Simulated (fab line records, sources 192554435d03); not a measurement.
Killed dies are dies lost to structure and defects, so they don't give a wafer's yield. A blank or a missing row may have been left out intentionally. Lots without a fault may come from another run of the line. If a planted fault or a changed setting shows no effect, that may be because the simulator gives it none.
Split-lot trial + flow n5-finfet + route with 1938 steps; 7 lots, 21 wafers read

== SPLIT DETAILS ==
At N5_MOL_CONTACT_COAG_ETCHBACK_135 (etches SiO2 in CHF3, target depth 25 nm, time 16.7 s), the setting time-s was moved away from the recipe's 16.7 s on 11 of the 21 wafers read, by -19.1% to +21.0%. For the rest of the wafers, this setting stayed at what the recipe calls for.

The reading is taken at the split's own step.

== THE READING ==
SOC_of_MOL_CONTACT_COAG_COAT_75.thk-nm (the simulator's own value, which no gauge read), in nm, at N5_MOL_CONTACT_COAG_ETCHBACK_135 (etches SiO2 in CHF3, target depth 25 nm, time 16.7 s). The file does not state a usual value for it. Average 57.4 nm, standard deviation 0.22 nm, over the 10 wafers here run with the recipe.

| wafer  | tool, chamber at the split | time-s as run, s | against the recipe | SOC_of_MOL_CONTACT_COAG_COAT_75.thk-nm, nm | against lot-mates on the recipe |
|--------|----------------------------|------------------|--------------------|--------------------------------------------|---------------------------------|
| L074.1 | rie-diel-06, 2             | 16.7             | recipe             | 57.2                                       | -                               |
| L074.6 | rie-diel-06, 2             | 16.7             | recipe             | 57.2                                       | -                               |
| L074.2 | rie-diel-06, 3             | 18.32            | +9.7%              | 57                                         | -0.2                            |
| L075.1 | rie-diel-03, 1,2,0         | 16.7             | recipe             | 57.6                                       | -                               |
| L075.2 | rie-diel-03, 1,2,0         | 16.7             | recipe             | 57.6                                       | -                               |
| L075.3 | rie-diel-03, 1,2,0         | 16.7             | recipe             | 57.6                                       | -                               |
| L082.2 | rie-diel-06, 1             | 16.7             | recipe             | 57.2                                       | -                               |
| L082.3 | rie-diel-06, 3             | 15.17            | -9.2%              | 57.4                                       | +0.2                            |
| L082.5 | rie-diel-06, 1             | 15.17            | -9.2%              | 57.2                                       | +0.0                            |
| L084.2 | rie-diel-03, 2             | 14.14            | -15.3%             | 57.8                                       | +0.4                            |
| L084.6 | rie-diel-03, 2             | 14.14            | -15.3%             | 57.8                                       | +0.4                            |
| L084.3 | rie-diel-03, 1             | 16.7             | recipe             | 57.4                                       | -                               |
| L085.1 | rie-diel-03, 3             | 13.78            | -17.5%             | 57.8                                       | +0.6                            |
| L085.4 | rie-diel-03, 0             | 16.7             | recipe             | 57.2                                       | -                               |
| L085.6 | rie-diel-03, 1             | 13.78            | -17.5%             | 58                                         | +0.8                            |
| L087.1 | rie-diel-03, 1,0           | 13.51            | -19.1%             | 58                                         | +0.4                            |
| L087.2 | rie-diel-03, 1,0           | 13.51            | -19.1%             | 58                                         | +0.4                            |
| L087.5 | rie-diel-03, 2             | 16.7             | recipe             | 57.6                                       | -                               |
| L097.1 | rie-diel-03, 2             | 20.2             | +21.0%             | 56.6                                       | -0.4                            |
| L097.2 | rie-diel-03, 3             | 20.2             | +21.0%             | 56.4                                       | -0.6                            |
| L097.5 | rie-diel-03, 1             | 16.7             | recipe             | 57                                         | -                               |
When a row names more than one chamber, that row covers several wafers, and the file does not tell which wafer ran in which chamber.

FIT RESULTS
A straight line over all 21 wafers: SOC_of_MOL_CONTACT_COAG_COAT_75.thk-nm changes by -0.0338 nm for each +1% of time-s; r = -0.89; the points scatter about the line by 0.2 nm.
The same after taking each lot's own level away (the mean of its wafers on the recipe; 21 wafers): -0.0258 nm for each +1%; r = -0.94; scatter 0.11 nm.
Per that fit: largest time-s move, reading shift of 0.54 nm.
The lots' own levels span 57.00 to 57.60 nm, that is 2.8 times the standard deviation above.
So the slope is not independent of the lot-to-lot level: the two fits are not the same.
Check: for one of the wafers moved furthest among these (+21.0%), held out of the fit, the line's prediction against its lot-mates is -0.58 nm. It came out at -0.4 nm against them.

== OTHER SPLITS ON THESE WAFERS ==
Other splits were also applied to these wafers ahead of the reading. Each is held against what the fit with the lots' levels taken away leaves over:
| other split on the same wafers        | wafers away from the commonest value | r with SOC_of_MOL_CONTACT_COAG_COAT_75.thk-nm (lot level and that fit taken away) |
|---------------------------------------|--------------------------------------|-----------------------------------------------------------------------------------|
| N5_GATE_CUT_COAT_34 spin-rpm          | 6                                    | +0.05                                                                             |
| N5_MOL_CONTACT_COAG_EXPOSE_05 dose-mj | 6                                    | -0.14                                                                             |
| N5_MOL_CONTACT_COAG_ETCH_91 time-s    | 8                                    | +0.20                                                                             |

== THE FILE'S OWN FIT ==
SOC_of_MOL_CONTACT_COAG_COAT_75.thk-nm changes by -0.0258 nm for each +1% of time-s, r = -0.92.
